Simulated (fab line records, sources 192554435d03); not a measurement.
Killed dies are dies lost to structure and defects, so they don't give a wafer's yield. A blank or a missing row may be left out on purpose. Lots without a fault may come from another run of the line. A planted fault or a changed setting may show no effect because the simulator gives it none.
Split-lot experiment | flow n5_finfet | 7 lots, 21 wafers read, on a route of 1938 steps

THE SPLIT
At N5_BEOL_M0_SAQP_COAT_81 (time 60 s, resist thk 100 nm), the setting spin_rpm was moved away from the recipe's 1500 rpm on 5 of the 21 wafers read, by -7.3% to +6.4%. The other wafers ran this setting at the recipe's value.

FROM THE SPLIT TO THE READING: what the file shows between them, 7 steps
- N5_BEOL_M0_SAQP_DEVELOP_13: develop time 30 s (also split here: develop_time_s)
- N5_BEOL_M0_SAQP_DESCUM_19: chemistry O2, time 7.9 s
- N5_BEOL_M0_SAQP_ETCH_83: etches SiARC in CF4, target depth 39 nm, time 65 s
- N5_BEOL_M0_SAQP_ETCH_84: etches SOC in N2/H2, target depth 100 nm, overetch 20 nm, time 150 s
- N5_BEOL_M0_SAQP_STRIP_80: strips in N2/H2
- N5_BEOL_M0_SAQP_HM_OPEN_112: chemistry CHF3/O2, target SiO2, stops on a-Si, target depth 12 nm, time 13.5 s
- N5_BEOL_M0_SAQP_STRIP_113: strips in CHF3/O2

THE READING
SOC_of_BEOL_M0_SAQP_COAT_81.thk_nm (the simulator's own value, which no gauge read), in nm, at N5_BEOL_M0_SAQP_MANDREL_ETCH_20 (etches a-Si in HBr/Cl2, stops on SiNx, target depth 60 nm, bt time 10 s, time 30 s). The file gives no usual value for it. The 16 wafers here that ran the recipe average 76.0 nm, standard deviation 0.36 nm.

wafer  | tool, chamber at the split | spin_rpm as run, rpm | against the recipe | SOC_of_BEOL_M0_SAQP_COAT_81.thk_nm, nm | against lot-mates on the recipe
L080.4 | litho_track-03, 0          | 1500                 | recipe             | 75.4                                   | -
L080.5 | litho_track-03, 0          | 1500                 | recipe             | 76.4                                   | -
L080.6 | litho_track-03, 0          | 1500                 | recipe             | 76                                     | -
L082.1 | litho_track-01, 0          | 1448                 | -3.5%              | 76.8                                   | +0.8
L082.3 | litho_track-01, 0          | 1448                 | -3.5%              | 77.6                                   | +1.6
L082.4 | litho_track-01, 0          | 1500                 | recipe             | 76                                     | -
L083.1 | litho_track-04, 0          | 1391                 | -7.3%              | 80                                     | +3.8
L083.3 | litho_track-04, 0          | 1500                 | recipe             | 76.4                                   | -
L083.4 | litho_track-04, 0          | 1500                 | recipe             | 76                                     | -
L085.1 | litho_track-01, 0          | 1500                 | recipe             | 76                                     | -
L085.3 | litho_track-01, 0          | 1500                 | recipe             | 76                                     | -
L085.2 | litho_track-01, 0          | 1500                 | recipe             | 76.2                                   | -
L087.3 | litho_track-01, 0          | 1500                 | recipe             | 76.2                                   | -
L087.4 | litho_track-01, 0          | 1500                 | recipe             | 75.6                                   | -
L087.6 | litho_track-01, 0          | 1500                 | recipe             | 76.8                                   | -
L092.1 | litho_track-01, 0          | 1500                 | recipe             | 75.6                                   | -
L092.4 | litho_track-01, 0          | 1545                 | +3.0%              | 74.4                                   | -1.1
L092.5 | litho_track-01, 0          | 1500                 | recipe             | 75.4                                   | -
L093.1 | litho_track-01, 0          | 1500                 | recipe             | 76                                     | -
L093.6 | litho_track-01, 0          | 1500                 | recipe             | 76                                     | -
L093.4 | litho_track-01, 0          | 1596                 | +6.4%              | 72.8                                   | -3.2

THE FIT
A straight line over all 21 wafers: SOC_of_BEOL_M0_SAQP_COAT_81.thk_nm changes by -0.496 nm for each +1% of spin_rpm; r = -0.95; the points scatter about the line by 0.4 nm.
The same after taking each lot's own level away (the mean of its wafers on the recipe; 21 wafers): -0.472 nm for each +1%; r = -0.96; scatter 0.35 nm.
On that fit, the largest move of spin_rpm shifts the reading by 3.4 nm.
The lots' own levels span 75.50 to 76.20 nm, that is 1.9 times the standard deviation above.
So the lot-to-lot level changes the slope little: the two slopes agree.
Check: with one of the wafers moved furthest among these (-7.3%) left out of the fit, the line predicts +3.1 nm for it against its lot-mates. It came out at +3.8 nm against them.

OTHER SPLITS ON THESE WAFERS
These wafers also went through other splits before the reading. Each is held against what the fit with the lots' levels taken away leaves over:
other split on the same wafers            | wafers away from the commonest value | r with SOC_of_BEOL_M0_SAQP_COAT_81.thk_nm (lot level and that fit taken away)
N5_GATE_CUT_COAT_27 spin_rpm              | 8                                    | +0.19
N5_GATE_CUT_ETCH_36 cf4_flow_sccm         | 4                                    | -0.04
N5_GATE_CUT_ALD_22 ald_cycles             | 3                                    | -0.05
N5_MOL_CONTACT_COAG_ALD_27 ald_cycles     | 7                                    | -0.09
N5_MOL_CONTACT_COAG_COAT_76 spin_rpm      | 7                                    | +0.15
N5_BEOL_M0_SAQP_DEVELOP_13 develop_time_s | 5                                    | +0.29

THE WHOLE CHAIN: every reading that the file lists as answering this split, in the file's order
step                            | what it does                                                                       | reading                                                                             | change (the file's fit)               | r (the file's)
N5_BEOL_M0_SAQP_COAT_81         | time 60 s, resist thk 100 nm                                                       | SOC_of_BEOL_M0_SAQP_COAT_81.thk_nm (the simulator's own value, which no gauge read) | -0.511 nm for each +1% of the setting | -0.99
N5_BEOL_M0_SAQP_ETCH_84         | etches SOC in N2/H2, target depth 100 nm, overetch 20 nm, time 150 s               | etch.depth_nm (the simulator's own value, which no gauge read)                      | -0.512 nm for each +1% of the setting | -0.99
N5_BEOL_M0_SAQP_MANDREL_ETCH_20 | etches a-Si in HBr/Cl2, stops on SiNx, target depth 60 nm, bt time 10 s, time 30 s | SOC_of_BEOL_M0_SAQP_COAT_81.thk_nm (the simulator's own value, which no gauge read) | -0.484 nm for each +1% of the setting | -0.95

THE FILE'S OWN FIT
SOC_of_BEOL_M0_SAQP_COAT_81.thk_nm changes by -0.484 nm for each +1% of spin_rpm, r = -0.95.
